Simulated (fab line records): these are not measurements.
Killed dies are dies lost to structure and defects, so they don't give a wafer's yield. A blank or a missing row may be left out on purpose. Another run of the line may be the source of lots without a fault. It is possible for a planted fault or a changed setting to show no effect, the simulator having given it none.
Which of the tools did it? -- flow n5Finfet -- 8 lots, 22 wafers sampled, at 5 steps of a route of 1938

== WHAT THE GAUGES READ, wafer by wafer ==
N5_BEOL_M4_RC_MEAS_101. Usual: DIBL_N 37.7 mV/V, standard deviation 2; DIBL_P 37.7 mV/V, standard deviation 2.3; IOFF_N 0.18 nA/um, standard deviation 0.039; IOFF_P 0.23 nA/um, standard deviation 0.042; ION_N 681 uA/um, standard deviation 12; ION_P 463 uA/um, standard deviation 8; SS_N 71.9 mV/dec, standard deviation 0.68; SS_P 73.6 mV/dec, standard deviation 0.71; VT_N 248 mV, standard deviation 3.2; VT_P -249 mV, standard deviation 3.1.
lot,measured,on,DIBL_N (mV/V),DIBL_P (mV/V),IOFF_N (nA/um),IOFF_P (nA/um),ION_N (uA/um),ION_P (uA/um),SS_N (mV/dec),SS_P (mV/dec),VT_N (mV),VT_P (mV),flag
L574,day 12 07:17,prober-01,36.6 38.5 40.1,36.6 38.0 42.1,0.17 0.20 0.26,0.24 0.25 0.36,669 675 688,464 460 471,72.1 72.3 72.8,72.7 73.1 73.9,249 248 243,-245 -243 -241,
L578,day 12 14:16,prober-01,36.2 37.5 41.2,35.5 38.0 40.8,0.13 0.16 0.24,0.16 0.20 0.24,658 679 677,441 457 452,72.6 72.2 72.4,73.6 72.6 74.0,254 251 245,-256 -254 -250,
L584,day 14 11:06,prober-02,34.1 36.3 34.2,34.6 37.9 35.2,0.14 0.19 0.16,0.18 0.24 0.19,668 697 689,453 472 470,70.5 72.3 71.6,72.2 73.2 73.5,250 247 247,-252 -248 -249,
L586,day 14 15:04,prober-02,40.5 34.8 39.7,39.8 32.8 38.2,0.25 0.13 0.21,0.26 0.16 0.23,689 669 681,464 452 462,72.8 70.7 72.7,74.4 72.4 73.4,242 250 246,-247 -253 -252,
L590,day 15 22:14,prober-02,37.4 36.1,38.8 37.4,0.16 0.15,0.23 0.20,663 674,454 456,71.4 71.9,74.0 73.9,254 252,-251 -252,
L593,day 16 18:10,prober-01,38.2 33.5,38.9 32.8,0.19 0.11,0.24 0.16,685 674,466 461,71.8 70.6,73.5 72.8,246 254,-248 -255,
L596,day 17 05:06,prober-02,39.4 36.0 38.5,38.3 34.0 39.8,0.22 0.17 0.22,0.26 0.19 0.30,685 680 688,469 459 471,73.2 71.6 71.4,73.9 72.8 73.6,245 249 244,-247 -251 -246,
L597,day 17 18:26,prober-02,36.5 33.3 36.9,36.5 31.9 37.3,0.16 0.12 0.19,0.26 0.17 0.26,662 680 686,460 463 475,71.5 70.8 72.2,73.6 73.0 74.0,250 248 248,-245 -251 -246,

== WHICH TOOL RAN EACH LOT (tool, then ch and the chambers of the sampled wafers, then the start) ==
lot,N5_GATE_CUT_ETCH_28,N5_GATE_CUT_CUT_ETCH_53,N5_GATE_CUT_CUT_ETCH_54,N5_GATE_CUT_CUT_ETCH_55
L574,"rieDiel-06 ch 2,3, day 4 21:10","rieMetal-02 ch 0,1, day 4 21:32","rieMetal-02 ch 0,1, day 4 21:36","rieMetal-02 ch 0,1, day 4 21:39"
L578,"rieDiel-06 ch 0,1,3, day 5 15:13","rieMetal-02 ch 0,1, day 5 15:35","rieMetal-02 ch 0,1, day 5 15:38","rieMetal-02 ch 0,1, day 5 15:42"
L584,"rieDiel-03 ch 0,1,2, day 7 06:47","rieMetal-02 ch 0,1, day 7 07:09","rieMetal-02 ch 0,1, day 7 07:13","rieMetal-02 ch 0,1, day 7 07:16"
L586,"rieDiel-06 ch 1,2, day 7 17:08","rieMetal-02 ch 0,1, day 7 17:31","rieMetal-02 ch 0,1, day 7 17:34","rieMetal-02 ch 0,1, day 7 17:37"
L590,"rieDiel-03 ch 1,2, day 8 13:38","rieMetal-03 ch 0,1, day 8 14:00","rieMetal-03 ch 0,1, day 8 14:04","rieMetal-03 ch 0,1, day 8 14:07"
L593,"rieDiel-03 ch 0,1, day 9 06:02","rieMetal-03 ch 1, day 9 06:25","rieMetal-03 ch 1, day 9 06:29","rieMetal-03 ch 1, day 9 06:32"
L596,"rieDiel-06 ch 0,1, day 9 23:50","rieMetal-01 ch 0,1, day 10 00:11","rieMetal-01 ch 0,1, day 10 00:15","rieMetal-01 ch 0,1, day 10 00:19"
L597,"rieDiel-06 ch 1,3, day 10 10:10","rieMetal-01 ch 0,1, day 10 10:32","rieMetal-01 ch 0,1, day 10 10:35","rieMetal-01 ch 0,1, day 10 10:39"
- N5_GATE_CUT_ETCH_28: etches underlayer in N2/H2, target depth 13 nm, time 10.4 s.
- N5_GATE_CUT_CUT_ETCH_53: etches W in SF6/Cl2, target depth 79.2 nm.
- N5_GATE_CUT_CUT_ETCH_54: etches TiN in Cl2/BCl3, target depth 96.7 nm.
- N5_GATE_CUT_CUT_ETCH_55: etches HfO2 in BCl3, target depth 3.2 nm.

== WHAT THE TOOLS THEMSELVES READ (means of the sampled wafers that have a number; where no wafer has one, the mark that the record gives instead) ==
N5_GATE_CUT_ETCH_28. Usual: biasW 150.0 W, standard deviation 0.45; chamberPressureMTorr 30.00 mTorr, standard deviation 0.033; drypumpMotorCurrentA 5.7 A, standard deviation 0.39; etchRfOnTimeS 10.40 s, standard deviation 0.28; h2FlowSccm 200.0 sccm, standard deviation 0.65; oesProductAu 0.65 a.u., standard deviation 0.059; rfFwdPowerW 819.0 W, standard deviation 2.3; rfVppV 523.4 V, standard deviation 2.7; showerheadPlenumPTorr 2.52 Torr, standard deviation 0.096; throttleValvePct 17.9 %, standard deviation 0.32.
lot,tool,biasW (W),chamberPressureMTorr (mTorr),drypumpMotorCurrentA (A),etchRfOnTimeS (s),h2FlowSccm (sccm),oesProductAu (a.u.),rfFwdPowerW (W),rfVppV (V),showerheadPlenumPTorr (Torr),throttleValvePct (%),flag
L574,rieDiel-06,149.8,30.03,5.5,10.48,201.1,0.60,818.9,522.6,2.50,18.1,
L578,rieDiel-06,150.3,30.01,5.6,10.55,199.8,0.62,818.9,521.3,2.45,18.1,
L584,rieDiel-03,150.4,30.02,5.7,10.27,199.9,0.61,818.7,523.8,2.52,17.8,
L586,rieDiel-06,149.9,30.01,5.7,10.51,199.8,0.64,819.8,524.3,2.57,17.6,
L590,rieDiel-03,150.0,30.00,6.0,10.07,199.7,0.62,817.8,522.2,2.52,17.8,
L593,rieDiel-03,150.1,30.00,5.6,10.21,200.1,0.60,819.7,523.9,2.56,18.0,
L596,rieDiel-06,150.4,29.99,5.7,10.34,199.3,0.71,819.8,522.2,2.43,17.8,
L597,rieDiel-06,150.4,30.00,5.5,10.39,199.7,0.76,817.0,525.4,2.62,18.1,

N5_GATE_CUT_CUT_ETCH_53. Usual: SF6_flow_sccm 40.00 sccm, standard deviation 0.14; biasW 79.94 W, standard deviation 0.22; chamberPressureMTorr 8.001 mTorr, standard deviation 0.0074; drypumpMotorCurrentA 6.0 A, standard deviation 0.45; etchRfOnTimeS 26.1 s, standard deviation 0.61; oesProductAu 0.67 a.u., standard deviation 0.061; rfFwdPowerW 879 W, standard deviation 3.4; throttleValvePct 28.8 %, standard deviation 0.31.
lot,tool,SF6_flow_sccm (sccm),biasW (W),chamberPressureMTorr (mTorr),drypumpMotorCurrentA (A),etchRfOnTimeS (s),oesProductAu (a.u.),rfFwdPowerW (W),throttleValvePct (%),flag
L574,rieMetal-02,40.07,80.19,8.004,5.5,26.5,0.67,881,29.0,
L578,rieMetal-02,39.97,79.74,8.007,5.4,26.1,0.70,882,28.8,
L584,rieMetal-02,40.03,79.90,7.993,5.4,30.8,0.61,737,29.0,OFF
L586,rieMetal-02,39.93,80.02,8.001,5.4,28.6,0.66,811,28.8,OFF
L590,rieMetal-03,40.05,80.12,7.999,6.1,26.4,0.65,882,29.0,
L593,rieMetal-03,39.72,79.63,7.998,6.5,25.6,0.58,874,29.2,
L596,rieMetal-01,40.10,79.81,8.005,6.3,25.7,0.68,882,28.7,
L597,rieMetal-01,40.14,80.02,8.004,6.3,25.3,0.68,875,28.7,

N5_GATE_CUT_CUT_ETCH_54. Usual: value, then standard deviation, for each; biasW 126.0 W / 0.36; chamberPressureMTorr 10.001 mTorr / 0.0089; drypumpMotorCurrentA 6.0 A / 0.45; etchRfOnTimeS 36.4 s / 0.92; oesProductAu 0.68 a.u. / 0.061; rfFwdPowerW 981 W / 5; throttleValvePct 22.18 % / 0.3.
lot,tool,biasW (W),chamberPressureMTorr (mTorr),drypumpMotorCurrentA (A),etchRfOnTimeS (s),oesProductAu (a.u.),rfFwdPowerW (W),throttleValvePct (%),flag
L574,rieMetal-02,125.9,9.993,5.4,36.8,0.66,984,22.44,
L578,rieMetal-02,126.0,9.995,5.4,36.7,0.70,984,22.30,
L584,rieMetal-02,125.7,10.006,5.4,36.7,0.66,985,22.44,
L586,rieMetal-02,125.9,10.006,5.4,36.3,0.70,986,22.31,
L590,rieMetal-03,126.2,10.000,6.1,36.5,0.65,977,22.30,
L593,rieMetal-03,126.3,10.000,6.5,35.6,0.58,980,22.38,
L596,rieMetal-01,126.3,9.998,6.3,35.3,0.69,982,21.91,
L597,rieMetal-01,125.8,9.987,6.3,35.1,0.69,985,21.93,

N5_GATE_CUT_CUT_ETCH_55. Usual: biasW 18.01 W, standard deviation 0.051; chamberPressureMTorr 5.000 mTorr, standard deviation 0.0047; drypumpMotorCurrentA 6.0 A, standard deviation 0.46; oesProductAu 0.75 a.u., standard deviation 0.072; rfFwdPowerW 441.2 W, standard deviation 2.4; throttleValvePct 33.1 %, standard deviation 0.57.
lot,tool,biasW (W),chamberPressureMTorr (mTorr),drypumpMotorCurrentA (A),oesProductAu (a.u.),rfFwdPowerW (W),throttleValvePct (%),flag
L574,rieMetal-02,18.05,4.998,5.4,0.75,443.8,33.2,
L578,rieMetal-02,18.01,5.003,5.4,0.78,443.6,33.3,
L584,rieMetal-02,18.07,5.000,5.4,0.74,442.9,33.2,
L586,rieMetal-02,17.95,5.002,5.4,0.77,442.6,33.2,
L590,rieMetal-03,18.02,5.002,6.1,0.72,437.9,33.2,
L593,rieMetal-03,18.04,4.995,6.5,0.64,438.2,33.8,
L596,rieMetal-01,17.96,5.002,6.3,0.75,441.7,32.9,
L597,rieMetal-01,18.00,5.000,6.3,0.75,443.4,32.9,

== THE ANSWER, worked out from the rows above alone ==
Rule: a lot is off if the mean of its wafers that have a number lies more than 3 standard deviations from the usual mean. Also off: a lot with no number at a reading for which 4 or more lots have one. Any other lot the step has rows for is counted as sound. First the gauges in route order, then the tools' own readings, where a lot's mean is used as printed above. The first step at which some lot is off is used, and at that step the reading that is off furthest; a lot without a number counts as furthest.
Off: L584, L586 (N5_GATE_CUT_CUT_ETCH_53, rfFwdPowerW).
A tool fits if, at that step or a process step before it, it ran every lot that is off, and no sound lot after the first of them. One fits: rieMetal-02 at N5_GATE_CUT_CUT_ETCH_53. Its last sound lot is L578 (day 5 15:35), its first lot that is off L584 (day 7 07:09): a fault that began between those two fits.
The tool's own readings at N5_GATE_CUT_CUT_ETCH_53 bear it out: on the lots that are off they differ by more than 5 times the standard deviation of the sound lots' means. etchRfOnTimeS reads 29.7 s there against 25.9 s on the sound lots; rfFwdPowerW reads 774 W there against 879 W on the sound lots.

== WHAT HAD BEEN PUT IN BY THE SIMULATOR ==
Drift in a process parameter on rieMetal-02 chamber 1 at N5_GATE_CUT_CUT_ETCH_53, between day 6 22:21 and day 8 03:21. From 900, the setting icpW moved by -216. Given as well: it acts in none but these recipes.
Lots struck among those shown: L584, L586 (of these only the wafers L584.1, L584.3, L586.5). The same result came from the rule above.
